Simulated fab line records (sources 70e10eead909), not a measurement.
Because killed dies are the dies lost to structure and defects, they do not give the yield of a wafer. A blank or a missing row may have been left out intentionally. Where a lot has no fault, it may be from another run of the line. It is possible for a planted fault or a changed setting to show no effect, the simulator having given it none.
Chamber matching :: flow nand_harc :: NHARC_A_STAIRCASE_TRIM_196 on rie_diel-08: 4 sister chambers
The step chemistry O2, time 211.2 s. 8 wafers are shown with their chamber, then 7 later ones without.

EACH WAFER AND ITS CHAMBER
wafer: L075.6
chamber: 3
showerhead_plenum_p_Torr (Torr): 3.30
oes_product_au (a.u.): 1.006

wafer: L076.2
chamber: 2
showerhead_plenum_p_Torr (Torr): 3.78
oes_product_au (a.u.): 1.002

wafer: L076.6
chamber: 1
showerhead_plenum_p_Torr (Torr): 3.43
oes_product_au (a.u.): 1.009

wafer: L076.3
chamber: 3
showerhead_plenum_p_Torr (Torr): 3.30
oes_product_au (a.u.): 1.013

wafer: L076.4
chamber: 1
showerhead_plenum_p_Torr (Torr): 3.43
oes_product_au (a.u.): 1.012

wafer: L076.5
chamber: 0
showerhead_plenum_p_Torr (Torr): 3.31
oes_product_au (a.u.): 1.006

wafer: L082.2
chamber: 0
showerhead_plenum_p_Torr (Torr): 3.31
oes_product_au (a.u.): 0.999

wafer: L082.3
chamber: 2
showerhead_plenum_p_Torr (Torr): 3.77
oes_product_au (a.u.): 0.998

WAFERS WHOSE CHAMBER IS MISSING
wafer: L082.6
showerhead_plenum_p_Torr (Torr): 3.77
oes_product_au (a.u.): 1.000

wafer: L093.2
showerhead_plenum_p_Torr (Torr): 3.29
oes_product_au (a.u.): 0.992

wafer: L093.3
showerhead_plenum_p_Torr (Torr): 3.76
oes_product_au (a.u.): 1.000

wafer: L093.4
showerhead_plenum_p_Torr (Torr): 3.29
oes_product_au (a.u.): 1.003

wafer: L097.3
showerhead_plenum_p_Torr (Torr): 3.75
oes_product_au (a.u.): 1.006

wafer: L097.4
showerhead_plenum_p_Torr (Torr): 3.29
oes_product_au (a.u.): 0.999

wafer: L097.6
showerhead_plenum_p_Torr (Torr): 3.75
oes_product_au (a.u.): 1.003

WHICH CHAMBER EACH WENT THROUGH
wafer: L082.6
from the rows above: 2
in truth: 2

wafer: L093.2
from the rows above: can't be placed: 3 or 0
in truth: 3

wafer: L093.3
from the rows above: 2
in truth: 2

wafer: L093.4
from the rows above: 3
in truth: 3

wafer: L097.3
from the rows above: 2
in truth: 2

wafer: L097.4
from the rows above: can't be placed: 3 or 0
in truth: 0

wafer: L097.6
from the rows above: 2
in truth: 2
Correct placement for 5 of the 7. Not placeable from these rows: 2 (in 2, the candidates include the true chamber). 0 placed wrongly.
How it was worked out, from the rows above alone: a wafer's distance from a chamber is the root of the sum, over the readings, of the square of ((its reading less the chamber's mean) divided by the reading's scatter). The wafer belongs to the nearest chamber; if the next one is less than 2 further off, it can't be placed. The mean given for a chamber averages the wafers shown for that chamber. How the scatter is found: for the shown wafers, subtract from each reading the mean of its chamber, square and add these, divide the total by (wafers less chambers), then take the root.
